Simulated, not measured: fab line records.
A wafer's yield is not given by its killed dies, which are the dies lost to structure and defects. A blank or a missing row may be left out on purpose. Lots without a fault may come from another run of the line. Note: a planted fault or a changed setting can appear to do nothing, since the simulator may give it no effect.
Matching of chambers || flow nand_harc || NHARC_P_CONTACT_CMP_01 on cmp-04: 4 sister chambers
The step polishes SiO2, target thk 200 nm. 16 wafers are shown with their chamber, then 8 later ones without.

== EACH WAFER AND ITS CHAMBER ==
{"wafer": "L074.1", "chamber": 2, "motor_current_A (A)": 14.2}
{"wafer": "L074.4", "chamber": 0, "motor_current_A (A)": 10.0}
{"wafer": "L074.6", "chamber": 0, "motor_current_A (A)": 9.8}
{"wafer": "L079.3", "chamber": 0, "motor_current_A (A)": 10.4}
{"wafer": "L079.4", "chamber": 2, "motor_current_A (A)": 13.9}
{"wafer": "L079.5", "chamber": 3, "motor_current_A (A)": 10.9}
{"wafer": "L082.3", "chamber": 0, "motor_current_A (A)": 10.4}
{"wafer": "L082.4", "chamber": 3, "motor_current_A (A)": 10.4}
{"wafer": "L082.6", "chamber": 1, "motor_current_A (A)": 10.3}
{"wafer": "L084.2", "chamber": 1, "motor_current_A (A)": 11.0}
{"wafer": "L084.3", "chamber": 2, "motor_current_A (A)": 14.3}
{"wafer": "L084.5", "chamber": 1, "motor_current_A (A)": 10.3}
{"wafer": "L088.2", "chamber": 0, "motor_current_A (A)": 9.7}
{"wafer": "L088.3", "chamber": 1, "motor_current_A (A)": 10.0}
{"wafer": "L088.6", "chamber": 1, "motor_current_A (A)": 10.4}
{"wafer": "L089.2", "chamber": 0, "motor_current_A (A)": 10.3}

SIGNATURES, as means of the wafers listed above
{"reading": "motor_current_A", "chamber 0": 10.100, "chamber 1": 10.400, "chamber 2": 14.133, "chamber 3": 10.650, "scatter within a chamber": 0.32}
Rule: distance of a wafer from a chamber = root of the sum over the readings of ((wafer's reading minus chamber's mean) / reading's scatter) squared. The wafer belongs to the nearest chamber; if the next one is less than 2 further off, it can't be placed. The scatter: the root of (the sum of the squares of (reading less its chamber's mean) over the shown wafers, divided by (wafers less chambers)).

== WAFERS WHOSE CHAMBER IS MISSING ==
{"wafer": "L089.3", "motor_current_A (A)": 10.1}
{"wafer": "L089.6", "motor_current_A (A)": 9.6}
{"wafer": "L094.1", "motor_current_A (A)": 13.3}
{"wafer": "L094.4", "motor_current_A (A)": 10.2}
{"wafer": "L094.6", "motor_current_A (A)": 13.5}
{"wafer": "L095.1", "motor_current_A (A)": 13.9}
{"wafer": "L095.3", "motor_current_A (A)": 10.7}
{"wafer": "L095.5", "motor_current_A (A)": 10.0}

== THE CHAMBER EACH PASSED THROUGH ==
{"wafer": "L089.3", "from the rows above": "can't be placed: 0 or 1 or 3", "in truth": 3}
{"wafer": "L089.6", "from the rows above": "can't be placed: 0 or 1 or 3", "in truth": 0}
{"wafer": "L094.1", "from the rows above": 2, "in truth": 2}
{"wafer": "L094.4", "from the rows above": "can't be placed: 0 or 1 or 3", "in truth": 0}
{"wafer": "L094.6", "from the rows above": 2, "in truth": 2}
{"wafer": "L095.1", "from the rows above": 2, "in truth": 2}
{"wafer": "L095.3", "from the rows above": "can't be placed: 3 or 1 or 0", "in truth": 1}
{"wafer": "L095.5", "from the rows above": "can't be placed: 0 or 1 or 3", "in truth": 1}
Correctly placed: 3 of 8. These rows do not allow placing 5 (true chamber among the candidates in 5). Wrongly placed: 0.
